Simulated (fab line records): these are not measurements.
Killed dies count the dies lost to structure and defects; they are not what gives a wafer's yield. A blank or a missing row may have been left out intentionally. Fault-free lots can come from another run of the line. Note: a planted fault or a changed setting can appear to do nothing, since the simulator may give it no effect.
Matching of chambers	flow n5-finfet	rie-diel-05 running N5_BEOL_M14_TRENCH_ETCH_34: 4 sister chambers
The step etches SiO2 in C4F8/O2/Ar, target depth 556.65 nm, time 126.9 s. 8 wafers are shown with their chamber, then 11 later ones without.

## WAFERS WITH THEIR CHAMBER
wafer	chamber	drypump-motor-current-A (A)	rf-vpp-V (V)
L078.4	2	6.6	2260
L081.5	0	6.0	2173
L082.5	0	6.0	2174
L083.2	2	6.6	2258
L083.6	3	4.9	2205
L086.1	3	4.9	2205
L086.5	1	6.3	2232
L090.2	1	6.4	2232

## WAFERS WITHOUT THEIR CHAMBER
wafer	drypump-motor-current-A (A)	rf-vpp-V (V)
L090.3	6.0	2172
L090.5	6.3	2232
L088.1	6.4	2231
L088.3	4.9	2205
L088.4	6.0	2173
L093.3	6.4	2230
L093.4	6.0	2172
L093.6	6.4	2230
L095.2	4.9	2205
L095.3	6.0	2172
L095.4	6.6	2258

## WHICH CHAMBER EACH ONE RAN IN
wafer	from the rows above	in truth
L090.3	0	0
L090.5	1	1
L088.1	1	1
L088.3	3	3
L088.4	0	0
L093.3	1	1
L093.4	0	0
L093.6	1	1
L095.2	3	3
L095.3	0	0
L095.4	2	2
Correctly placed: 11 of 11. From these rows, 0 cannot be placed. Number placed wrongly: 0.
How it was worked out, from the rows above alone: a wafer's distance from a chamber is the root of the sum, over the readings, of the square of ((its reading less the chamber's mean) divided by the reading's scatter). The wafer belongs to the nearest chamber; if the next one is less than 2 further off, it can't be placed. Each chamber's mean is taken over the wafers shown for it. The scatter: take each reading less its chamber's mean, square it, sum over the shown wafers, divide by the number of wafers less the number of chambers, and take the root.
